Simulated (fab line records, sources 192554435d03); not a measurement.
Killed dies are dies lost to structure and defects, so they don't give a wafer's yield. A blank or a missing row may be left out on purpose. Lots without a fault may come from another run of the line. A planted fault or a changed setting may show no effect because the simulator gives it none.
fab line records | flow n5_finfet
record lots=7 wafers=21
route steps=1938 shown BEOL_M0_SAQP@672 BEOL_M1@753 BEOL_M2@882 BEOL_M3@933
start_h: hours from the record's first day to the start of the lot's first wafer shown | wait_h: hours since the lot's step before | " the same as in the row above | L1.1+2: a row that stands for several wafers | - no value, or no start given | * or withheld: withheld | < > ~ a bound
route shown NAME@n: a module of which the file shows steps, and the number in the route of the first | usual: mean/standard deviation of fault-free wafers | same: alike in all rows | chamber/n: place in a boat | sites: the reading at each site | _std_site: their standard deviation | _edge_site: outer sites' mean less inner sites' | radius_mm: how far each site lies from the wafer's centre | mask NAME#n: copy n | behind: the tool/chamber that last shaped the wafer | hold: why the lot was held/for how many hours/how that ended | device: the transistor (n, p or np) that didn't switch | end of line: the same wafers' tests at the end of the route | a step without rows: its recipe alone | killed: dies lost to structure and defects at the first sort, not the wafer's yield | map: a wafer's dies, x killed, . not, _ none there
set.NAME: the setting as run; set.NAME@STEP: as run at that earlier step | model.NAME: the simulator's own value behind a step, which no gauge read
lots whose settings were changed on purpose; a table a step, a row a wafer
## steps
# step N5_BEOL_M0_SAQP_ETCH_106
# recipe chemistry=N2/H2 target=SOC target_depth_a=1500 stop_on=SiNx ion_energy_ev=100 bias_w=61 pressure_mtorr=30 source_w=850 n2_flow_sccm=200 h2_flow_sccm=200
# columns lot.wafer tool chamber start_h wait_h set.target_depth_a model.SOC_of_BEOL_M0_SAQP_COAT_105.thk_nm
L075.2 rie_diel-04 0 117.92 - 1430 28
L075.4 " 2 " " 1430 28.4
L075.5 " 1 " " 1500 25
L081.4 rie_diel-04 2 151.36 - 1597 18.6
L081.5 " 0 " " 1500 25
L081.6 " 3 " " 1500 24
L082.2 rie_diel-03 3 168.09 - 1387 29.4
L082.3 " 2 " " 1500 23.4
L082.6 " 3 " " 1387 28.8
L085.1 rie_diel-01 1 187.45 - 1363 29
L085.2 " 3 " " 1363 30.4
L085.5 " 1 " " 1500 22.4
L088.2 rie_diel-01 0 197.63 - 1500 23.8
L088.5 " 2 " " 1671 12.6
L088.6 " 3 " " 1671 15.8
L093.2 rie_diel-03 1 229.41 - 1500 23.4
L093.4 " 2 " " 1500 23.8
L093.6 " 0 " " 1500 24
L095.1+3 rie_diel-04 3,2 242.93 - 1360 32
L095.4 " 3 " " 1500 25
# step N5_BEOL_M0_SAQP_ETCH_107
# recipe chemistry=CH3F/O2 target=SiNx target_depth_a=300 mask_material=SOC pressure_mtorr=30 source_w=395 bias_w=73 Ar_flow_sccm=150 CH3F_flow_sccm=30 O2_flow_sccm=20 ion_energy_ev=120
# columns lot.wafer tool chamber start_h wait_h set.target_depth_a@BEOL_M0_SAQP_ETCH_106 model.SOC_of_BEOL_M0_SAQP_COAT_105.thk_nm
L075.2 rie_diel-04 0 117.98 0.0 1430 17.2
L075.4 " 2 " " 1430 17.6
L075.5 " 1 " " 1500 14.2
L081.4 rie_diel-04 2 151.41 0.0 1597 7.6
L081.5 " 0 " " 1500 14.2
L081.6 " 3 " " 1500 13
L082.2 rie_diel-03 3 168.15 0.0 1387 18.4
L082.3 " 2 " " 1500 12.6
L082.6 " 3 " " 1387 17.8
L085.1 rie_diel-01 1 187.51 0.0 1363 17.8
L085.2 " 3 " " 1363 19.4
L085.5 " 1 " " 1500 11.2
L088.2 rie_diel-01 0 197.69 0.0 1500 12.8
L088.5 " 2 " " 1671 1.8
L088.6 " 3 " " 1671 4.8
L093.2 rie_diel-03 1 229.47 0.0 1500 12.6
L093.4+6 " 2,0 " " 1500 13
L095.1 rie_diel-04 3 242.99 0.0 1360 21.2
L095.3 " 2 " " 1360 21.4
L095.4 " 3 " " 1500 14
# step N5_BEOL_M1_PECVD_72
# recipe material=SiO2 target_thk_a=160 temp_c=400 precursor=TEOS/O2 pressure_torr=5.5 rf_w=450 teos_flow_sccm=53.8 gas=O2 flow_sccm=3000 time_s=18
# columns lot.wafer tool chamber start_h wait_h set.time_s model.SiO2_of_BEOL_M1_PECVD_72.thk_nm
L075.2 pecvd-01 2 126.27 0.0 18 15.8
L075.4 " 0 " " 17.28 15.2
L075.5 " 2 " " 18 16
L081.4 pecvd-01 0 160.66 0.1 18.94 16.6
L081.5+6 " 2,1 " " 18.94 16.8
L082.2 pecvd-03 0 177.43 0.0 18 16
L082.3 " 2 " " 20.2 17.8
L082.6 " 0 " " 20.2 18.2
L085.1 pecvd-01 2 197.71 0.0 18 16
L085.2 " 1 " " 19.83 17.6
L085.5 " 1 " " 18 16.2
L088.2 pecvd-04 0 205.86 0.0 16.36 14.2
L088.5+6 " 0,1 " " 16.36 14.6
L093.2 pecvd-04 2 240.90 0.0 18 16
L093.4+6 " 0,1 " " 18 16.2
L095.1+3+4 pecvd-01 2,0,0 255.59 0.0 18 16
# step N5_BEOL_M1_COAT_05
# recipe resist=CAR-EUV spin_rpm=1500 resist_thk_nm=30
# columns lot.wafer tool chamber start_h wait_h set.spin_rpm model.CAR-EUV_of_BEOL_M1_COAT_05.thk_nm
L075.2 litho_track-01 0 - - 1500 30
L075.4+5 " 0 " " 1405 31
L081.4 litho_track-04 0 - - 1374 31.4
L081.5 " 0 " " 1374 31.6
L081.6 " 0 " " 1500 30
L082.2+3 litho_track-01 0 - - 1543 29.6
L082.6 " 0 " " 1500 30
L085.1+2+5 litho_track-04 0 - - 1500 30
L088.2+6 litho_track-04 0 - - 1605 29
L088.5 " 0 " " 1500 30
L093.2+4+6 litho_track-01 0 - - 1500 30.2
L095.1 litho_track-04 0 - - 1651 28.6
L095.3+4 " 0 " " 1500 30
# step N5_BEOL_M1_EBR_07
# recipe solvent=PGMEA ebr_width_mm=1.5
# step N5_BEOL_M1_SOFTBAKE_06
# recipe temp_c=110 time_s=60 resist=CAR-EUV
# step N5_BEOL_M1_DESCUM_16
# recipe chemistry=O2 time_s=7 source_power_w=50 bias_power_w=20 pressure_mtorr=20 rf_frequency_hz=2.712e+07 temp_c=40 resist=CAR-EUV o2_flow_sccm=225
# step N5_BEOL_M1_ETCH_74
# recipe chemistry=N2/H2 target=underlayer target_depth_a=65 mask_material=CAR-EUV time_s=5.2 ion_energy_ev=200 pressure_mtorr=30 source_w=840 bias_w=150 n2_flow_sccm=200 h2_flow_sccm=200 ends=cleared
# columns lot.wafer tool chamber start_h wait_h set.spin_rpm@BEOL_M1_COAT_05 model.CAR-EUV_of_BEOL_M1_COAT_05.thk_nm
L075.2 rie_diel-04 0 128.21 0.0 1500 20.2
L075.4+5 " 1,3 " " 1405 21.2
L081.4+5 rie_diel-01 1,0 162.64 0.0 1374 21.8
L081.6 " 1 " " 1500 20.4
L082.2+3 rie_diel-03 3,2 178.54 0.0 1543 20
L082.6 " 2 " " 1500 20.4
L085.1+2 rie_diel-04 2,1 199.28 0.0 1500 20.4
L085.5 " 0 " " 1500 20.2
L088.2 rie_diel-04 1 210.37 0.0 1605 19.2
L088.5 " 0 " " 1500 20.4
L088.6 " 3 " " 1605 19.4
L093.2+4+6 rie_diel-01 0,1,0 243.64 0.0 1500 20.4
L095.1 rie_diel-03 0 256.76 0.0 1651 18.8
L095.3 " 3 " " 1500 20.4
L095.4 " 2 " " 1500 20.2
# step N5_BEOL_M1_ETCH_63
# recipe chemistry=CF4 target=SiARC target_depth_a=156 mask_material=CAR-EUV time_s=26 ion_energy_ev=80 pressure_mtorr=40 source_w=545 bias_w=36 Ar_flow_sccm=100 cf4_flow_sccm=100 ends=cleared
# step N5_BEOL_M1_ETCH_64
# recipe chemistry=N2/H2 target=SOC target_depth_a=750 overetch_a=150 mask_material=SiARC temp_c=40 time_s=112.5 ion_energy_ev=200 pressure_mtorr=30 source_w=840 bias_w=150 n2_flow_sccm=200 h2_flow_sccm=200
# step N5_BEOL_M1_STRIP_97
# recipe chemistry=N2/H2 time_s=10 power_w=450 temp_c=40 pressure_mtorr=20 rf_frequency_hz=6e+07 bias_power_w=7 n2_flow_sccm=200 h2_flow_sccm=200
# step N5_BEOL_M1_HM_STRIP_39
# recipe chemistry=peroxide_tin_strip material=TiN target_depth_a=250 temp_c=50 time_s=158
# columns lot.wafer tool chamber start_h wait_h set.time_s@BEOL_M1_PECVD_72 model.SiO2_of_BEOL_M1_PECVD_72.thk_nm
L075.2 wet_bench-04 5 131.64 0.0 18 15.6
L075.4 " 7 " " 17.28 15
L075.5 " 6 " " 18 15.8
L081.4 wet_bench-05 0 169.19 0.0 18.94 16.4
L081.5+6 " 1,7 " " 18.94 16.8
L082.2 wet_bench-04 7 183.45 0.0 18 15.8
L082.3 " 4 " " 20.2 17.6
L082.6 " 0 " " 20.2 18.2
L085.1 wet_bench-05 6 204.40 0.0 18 15.8
L085.2 " 5 " " 19.83 17.6
L085.5 " 0 " " 18 16
L088.2 wet_bench-02 2 212.90 0.0 16.36 14
L088.5+6 " 5,4 " " 16.36 14.4
L093.2 wet_bench-02 3 247.39 0.0 18 15.8
L093.4+6 " 6,0 " " 18 16
L095.1+3 wet_bench-04 0,2 264.63 0.0 18 15.8
L095.4 " 1 " " 18 16
# step N5_BEOL_M2_ALD_98
# recipe material=SiO2 target_thk_a=25 temp_c=100 ald_precursor_family=BDEAS ald_co_reactant=O2-plasma pulse_time_s=1 co_reactant_pulse_time_s=1 purge_time_s=2 co_reactant_purge_time_s=2 ald_cycles=17 pressure_torr=2
# columns lot.wafer tool chamber start_h wait_h set.ald_cycles model.SiO2_of_BEOL_M2_ALD_98.thk_nm
L075.2 ald_sin-04 0 142.00 0.1 17 2.4
L075.4+5 " 1,3 " " 15 2.2
L081.4 ald_sin-03 1 177.62 0.2 15 2.2
L081.5+6 " 0,3 " " 17 2.6
L082.2+3+6 ald_sin-01 1,2,2 190.62 0.2 17 2.4
L085.1 ald_sin-03 2 211.65 0.1 17 2.6
L085.2+5 " 0,1 " " 14 2
L088.2+5+6 ald_sin-01 3,3,0 220.69 0.1 18 2.6
L093.2 ald_sin-04 3 254.81 0.1 17 2.6
L093.4+6 " 2,0 " " 17 2.4
L095.1 ald_sin-01 0 273.06 0.1 17 2.4
L095.3+4 " 3 " " 18 2.6
# step N5_BEOL_M2_TRENCH_ETCH_37
# recipe chemistry=C4F6/O2 target_depth_a=555.55 target=SiOC time_s=29.2 ion_energy_ev=250 pressure_mtorr=30 source_w=355 bias_w=185 Ar_flow_sccm=300 C4F6_flow_sccm=10 O2_flow_sccm=10
# columns lot.wafer tool chamber start_h wait_h set.time_s model.BEOL_M2.feature_depth_nm model.etch.depth_nm
L075.2 rie_diel-02 2 - - 23.55 43.8 43.87
L075.4 " 3 " " 23.55 44.2 44.12
L075.5 " 3 " " 29.2 54.8 54.8
L081.4 rie_diel-02 1 - - 29.2 55.4 55.45
L081.5 " 0 " " 29.2 55.6 55.55
L081.6 " 3 " " 30.88 57.4 57.4
L082.2 rie_diel-06 3 - - 25.22 49 49.09
L082.3 " 1 " " 29.2 57.2 57.16
L082.6 " 1 " " 25.22 48.6 48.54
L085.1 rie_diel-02 0 - - 24.02 45 45.05
L085.2 " 2 " " 29.2 53.8 53.71
L085.5 " 1 " " 29.2 55.4 55.44
L088.2 rie_diel-05 0 - - 33.64 64.8 64.71
L088.5 " 2 " " 29.2 56 56.04
L088.6 " 3 " " 29.2 54.2 54.18
L093.2 rie_diel-05 2 - - 29.2 55.2 55.15
L093.4 " 1 " " 29.2 54.8 54.89
L093.6 " 1 " " 29.2 55.2 55.2
L095.1 rie_diel-02 0 - - 29.2 55.6 55.64
L095.3 " 3 " " 29.2 56 55.94
L095.4 " 1 " " 29.2 56 55.95
# step N5_BEOL_M2_ETCH_41
# recipe chemistry=CH3F/O2 target=SiCN target_depth_a=299 taper_deg=2 time_s=52.5 ion_energy_ev=120 mask_material=TiN pressure_mtorr=30 source_w=395 bias_w=75 Ar_flow_sccm=150 CH3F_flow_sccm=30 O2_flow_sccm=20
# step N5_BEOL_M2_STRIP_97
# recipe chemistry=N2/H2 time_s=10 power_w=450 temp_c=40 pressure_mtorr=20 rf_frequency_hz=6e+07 bias_power_w=7 n2_flow_sccm=200 h2_flow_sccm=200
# step N5_BEOL_M2_OCD_MEAS_38
# usual trench_depth_nm=55.4/0.94
# columns lot.wafer tool chamber start_h wait_h set.time_s@BEOL_M2_TRENCH_ETCH_37 trench_depth_nm
L075.2 ocd-02 - 143.99 - 23.55 43.9
L075.4 " - " " 23.55 44.4
L075.5 " - " " 29.2 55.3
L081.4 ocd-02 - 184.16 - 29.2 55.7
L081.5 " - " " 29.2 55.4
L081.6 " - " " 30.88 57.1
L082.2 ocd-01 - 194.66 - 25.22 49.1
L082.3 " - " " 29.2 57.0
L082.6 " - " " 25.22 48.4
L085.1 ocd-01 - 212.90 - 24.02 44.7
L085.2 " - " " 29.2 53.7
L085.5 " - " " 29.2 55.1
L088.2 ocd-01 - 223.21 - 33.64 64.8
L088.5 " - " " 29.2 56.2
L088.6 " - " " 29.2 53.8
L093.2 ocd-01 - 264.56 - 29.2 55.5
L093.4 " - " " 29.2 54.9
L093.6 " - " " 29.2 55.5
L095.1 ocd-02 - 274.01 - 29.2 55.4
L095.3 " - " " 29.2 56.3
L095.4 " - " " 29.2 55.9
# step N5_BEOL_M2_HM_STRIP_39
# recipe chemistry=peroxide_tin_strip material=TiN target_depth_a=250 temp_c=50 time_s=158
# step N5_BEOL_M2_SRD_40
# recipe time_s=30 temp_c=23 rinse_liquid=diw dry=ipa_marangoni
# step N5_BEOL_M2_ECD_50
# recipe material=Cu target_thk_a=3000
# step N5_BEOL_M2_ANNEAL_51
# recipe temp_c=225 time_s=90 ambient=N2
# step N5_BEOL_M2_CMP_52
# recipe stop_on=SiOC t_overpolish_s=6.8 down_force_psi=1 platen_rpm=50 clearing_platen_down_force_psi=1.5 clearing_platen_rpm=50 post_cmp_clean=cu_alkaline target_thk_nm=40 clearing_platen_pad_velocity_m_s=0.99484 pad_velocity_m_s=0.99484
# columns lot.wafer tool chamber start_h wait_h set.time_s@BEOL_M2_TRENCH_ETCH_37 model.Cu_of_BEOL_M2_ECD_50.thk_nm
L075.2 cmp-01 1 148.16 0.3 23.55 28.6
L075.4 " 2 " " 23.55 28
L075.5 " 0 " " 29.2 39.4
L081.4 cmp-01 3 189.84 0.2 29.2 38.8
L081.5 " 1 " " 29.2 39.6
L081.6 " 2 " " 30.88 41.2
L082.3 cmp-01 2 197.97 0.2 29.2 41.4
L082.2 " 3 " " 25.22 32
L082.6 " 1 " " 25.22 32.6
L085.1 cmp-03 3 218.09 0.3 24.02 29.4
L085.2 " 0 " " 29.2 38.4
L085.5 " 2 " " 29.2 41
L088.2 cmp-03 1 226.64 0.2 33.64 50
L088.5 " 1 " " 29.2 41.4
L088.6 " 2 " " 29.2 39.8
L093.2 cmp-02 2 268.30 0.2 29.2 39.6
L093.4 " 0 " " 29.2 38
L093.6 " 3 " " 29.2 41
L095.4 cmp-01 2 279.21 0.1 29.2 39.8
L095.1 " 3 " " 29.2 39.4
L095.3 " 1 " " 29.2 40.6
# step N5_BEOL_M2_THK_MEAS_53
# recipe thk_meas_gauge=xrf reads=Cu_of_BEOL_M2_ECD_50
# usual M2_THK=39.5/1.3
# columns lot.wafer tool chamber start_h wait_h set.time_s@BEOL_M2_TRENCH_ETCH_37 M2_THK[nm]
L075.2 film_metro-01 - 148.38 - 23.55 28.3
L075.4 " - " " 23.55 27.8
L075.5 " - " " 29.2 39.3
L081.4 film_metro-01 - 190.06 - 29.2 38.4
L081.5 " - " " 29.2 39.3
L081.6 " - " " 30.88 40.6
L082.2 film_metro-02 - 198.23 - 25.22 31.7
L082.3 " - " " 29.2 40.9
L082.6 " - " " 25.22 32.2
L085.1 film_metro-02 - 218.30 - 24.02 28.9
L085.2 " - " " 29.2 37.8
L085.5 " - " " 29.2 40.2
L088.2 film_metro-02 - 226.93 - 33.64 49.1
L088.5 " - " " 29.2 40.8
L088.6 " - " " 29.2 39.1
L093.2 film_metro-01 - 268.60 - 29.2 38.6
L093.4 " - " " 29.2 37.2
L093.6 " - " " 29.2 40.2
L095.1 film_metro-01 - 279.50 - 29.2 38.8
L095.3 " - " " 29.2 40.0
L095.4 " - " " 29.2 39.2
# step N5_BEOL_M2_PRE_CLEAN_60
# recipe gas=NH3/H2 time_s=15 temp_c=* rf_power_w=300
# step N5_BEOL_M2_CO_CAP_55
# recipe material=Co target_thk_a=20 temp_c=200 precursor=CCTBA/H2 pressure_torr=30 time_s=102.1
# step N5_BEOL_M2_PRE_CLEAN_56
# recipe gas=NH3 time_s=15 temp_c=withheld rf_power_w=300
# step N5_BEOL_M2_DEP_57
# recipe material=SiCN target_thk_a=80 temp_c=withheld precursor=3MS/NH3 pressure_torr=3 rf_w=202 time_s=14
# step N5_BEOL_M2_RS_MEAS_58
# recipe thk_meas_gauge=four-point-probe reads=Co_of_BEOL_M2_CO_CAP_55+Cu_of_BEOL_M2_ECD_50+Co_of_BEOL_M2_CVD_47+TaN_of_BEOL_M2_ALD_84
# usual M2_RS=0.669/0.029
# columns lot.wafer tool chamber start_h wait_h set.time_s@BEOL_M2_TRENCH_ETCH_37 M2_RS[ohm/sq]
L075.2 film_metro-02 - 148.64 0.1 23.55 1.043
L075.4 " - " " 23.55 1.072
L075.5 " - " " 29.2 0.683
L081.4 film_metro-01 - 190.32 0.0 29.2 0.694
L081.5 " - " " 29.2 0.678
L081.6 " - " " 30.88 0.643
L082.2 film_metro-02 - 198.49 0.1 25.22 0.893
L082.3 " - " " 29.2 0.641
L082.6 " - " " 25.22 0.873
L085.1 film_metro-02 - 218.56 0.0 24.02 1.000
L085.2 " - " " 29.2 0.704
L085.5 " - " " 29.2 0.646
L088.2 film_metro-02 - 227.22 0.1 33.64 0.503
L088.5 " - " " 29.2 0.642
L088.6 " - " " 29.2 0.673
L093.2 film_metro-01 - 268.88 0.1 29.2 0.678
L093.4 " - " " 29.2 0.713
L093.6 " - " " 29.2 0.647
L095.1 film_metro-01 - 279.76 0.0 29.2 0.679
L095.3 " - " " 29.2 0.655
L095.4 " - " " 29.2 0.671
# step N5_BEOL_M3_PECVD_72
# recipe material=SiO2 target_thk_a=160 temp_c=400 precursor=TEOS/O2 pressure_torr=5.5 rf_w=450 teos_flow_sccm=53.8 gas=O2 flow_sccm=3000 time_s=18
# columns lot.wafer tool chamber start_h wait_h set.time_s model.SiO2_of_BEOL_M3_PECVD_72.thk_nm
L075.2 pecvd-03 1 148.80 0.0 15.81 13.6
L075.4 " 2 " " 15.81 14.4
L075.5 " 0 " " 18 16
L081.4+6 pecvd-01 0,2 190.50 0.1 18 16
L081.5 " 1 " " 18 15.8
L082.2+3 pecvd-01 0,1 198.66 0.0 18 15.4
L082.6 " 1 " " 20.14 17.8
L085.1 pecvd-01 2 218.73 0.0 17.09 15
L085.2 " 0 " " 17.09 14.8
L085.5 " 0 " " 18 16
L088.2 pecvd-03 1 227.39 0.0 18 16
L088.5 " 1 " " 15.98 14.4
L088.6 " 2 " " 15.98 14.6
L093.2+6 pecvd-02 0,2 269.04 0.0 18 15.8
L093.4 " 1 " " 18 16.4
L095.1+4 pecvd-03 0,1 279.93 0.0 18 16
L095.3 " 1 " " 18 15.8
# step N5_BEOL_M3_COAT_05
# recipe resist=CAR-EUV spin_rpm=1500 resist_thk_nm=30
# columns lot.wafer tool chamber start_h wait_h set.spin_rpm model.CAR-EUV_of_BEOL_M3_COAT_05.thk_nm
L075.2+4 litho_track-05 0 - - 1457 30.6
L075.5 " 0 " " 1500 30.2
L081.4 litho_track-05 0 - - 1348 31.6
L081.5+6 " 0 " " 1500 30
L082.2+3 litho_track-01 0 - - 1500 30
L082.6 " 0 " " 1500 30.2
L085.1+2 litho_track-02 0 - - 1500 30
L085.5 " 0 " " 1346 31.6
L088.2 litho_track-02 0 - - 1633 28.8
L088.5+6 " 0 " " 1500 30
L093.2+4+6 litho_track-02 0 - - 1500 30
L095.1 litho_track-05 0 - - 1418 30.8
L095.3 " 0 " " 1500 30.2
L095.4 " 0 " " 1418 31
# step N5_BEOL_M3_EBR_07
# recipe solvent=PGMEA ebr_width_mm=1.5
# step N5_BEOL_M3_SOFTBAKE_06
# recipe temp_c=110 time_s=60 resist=CAR-EUV
# step N5_BEOL_M3_EXPOSE_08
# recipe mask_id=M3 na=0.33 source_shape=dipole sigma_inner=0.369 sigma_outer=0.767 polarization=unpolarized dose_mj=33
# step N5_BEOL_M3_PEB_09
# recipe peb_temp_c=100 peb_time_s=60 resist=CAR-EUV
# step N5_BEOL_M3_DEVELOP_10
# recipe develop_time_s=30 developer=TMAH resist=CAR-EUV rinse_liquid=surfactant_rinse dry=air_spin dev_temp_c=23
# columns lot.wafer tool chamber start_h wait_h set.spin_rpm@BEOL_M3_COAT_05 model.CAR-EUV_of_BEOL_M3_COAT_05.thk_nm
L075.2 litho_track-01 0 - - 1457 30
L075.4 " 0 " " 1457 30.2
L075.5 " 0 " " 1500 29.6
L081.4 litho_track-01 0 - - 1348 31.2
L081.5+6 " 0 " " 1500 29.6
L082.2+3+6 litho_track-05 0 - - 1500 29.6
L085.1+2 litho_track-01 0 - - 1500 29.4
L085.5 " 0 " " 1346 31.2
L088.2 litho_track-01 0 - - 1633 28.4
L088.5+6 " 0 " " 1500 29.6
L093.2+4+6 litho_track-02 0 - - 1500 29.6
L095.1 litho_track-02 0 - - 1418 30.4
L095.3 " 0 " " 1500 29.6
L095.4 " 0 " " 1418 30.6
## key
split step=N5_BEOL_M0_SAQP_ETCH_106 setting=target_depth_a stated=1500 by=wafer
response step=N5_BEOL_M0_SAQP_ETCH_106 reading=model.SOC_of_BEOL_M0_SAQP_COAT_105.thk_nm change=-0.802 per=1% r=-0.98
response step=N5_BEOL_M0_SAQP_ETCH_107 reading=model.SOC_of_BEOL_M0_SAQP_COAT_105.thk_nm change=-0.806 per=1% r=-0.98
split step=N5_BEOL_M1_PECVD_72 setting=time_s stated=18 by=wafer
response step=N5_BEOL_M1_PECVD_72 reading=model.SiO2_of_BEOL_M1_PECVD_72.thk_nm change=+0.158 per=1% r=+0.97
response step=N5_BEOL_M1_HM_STRIP_39 reading=model.SiO2_of_BEOL_M1_PECVD_72.thk_nm change=+0.17 per=1% r=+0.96
split step=N5_BEOL_M1_COAT_05 setting=spin_rpm stated=1500 by=wafer
response step=N5_BEOL_M1_COAT_05 reading=model.CAR-EUV_of_BEOL_M1_COAT_05.thk_nm change=-0.153 per=1% r=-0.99
response step=N5_BEOL_M1_ETCH_74 reading=model.CAR-EUV_of_BEOL_M1_COAT_05.thk_nm change=-0.156 per=1% r=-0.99
split step=N5_BEOL_M2_ALD_98 setting=ald_cycles stated=17 by=wafer
response step=N5_BEOL_M2_ALD_98 reading=model.SiO2_of_BEOL_M2_ALD_98.thk_nm change=+0.0302 per=1% r=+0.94
split step=N5_BEOL_M2_TRENCH_ETCH_37 setting=time_s stated=29.2 by=wafer
response step=N5_BEOL_M2_TRENCH_ETCH_37 reading=model.BEOL_M2.feature_depth_nm change=+0.573 per=1% r=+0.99
response step=N5_BEOL_M2_TRENCH_ETCH_37 reading=model.etch.depth_nm change=+0.569 per=1% r=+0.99
response step=N5_BEOL_M2_OCD_MEAS_38 reading=trench_depth_nm change=+0.578 per=1% r=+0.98
response step=N5_BEOL_M2_CMP_52 reading=model.Cu_of_BEOL_M2_ECD_50.thk_nm change=+0.593 per=1% r=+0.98
response step=N5_BEOL_M2_THK_MEAS_53 reading=M2_THK change=+0.586 per=1% r=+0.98
response step=N5_BEOL_M2_RS_MEAS_58 reading=M2_RS change=-0.0166 per=1% r=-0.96
split step=N5_BEOL_M3_PECVD_72 setting=time_s stated=18 by=wafer
response step=N5_BEOL_M3_PECVD_72 reading=model.SiO2_of_BEOL_M3_PECVD_72.thk_nm change=+0.171 per=1% r=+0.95
split step=N5_BEOL_M3_COAT_05 setting=spin_rpm stated=1500 by=wafer
response step=N5_BEOL_M3_COAT_05 reading=model.CAR-EUV_of_BEOL_M3_COAT_05.thk_nm change=-0.149 per=1% r=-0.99
response step=N5_BEOL_M3_DEVELOP_10 reading=model.CAR-EUV_of_BEOL_M3_COAT_05.thk_nm change=-0.159 per=1% r=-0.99
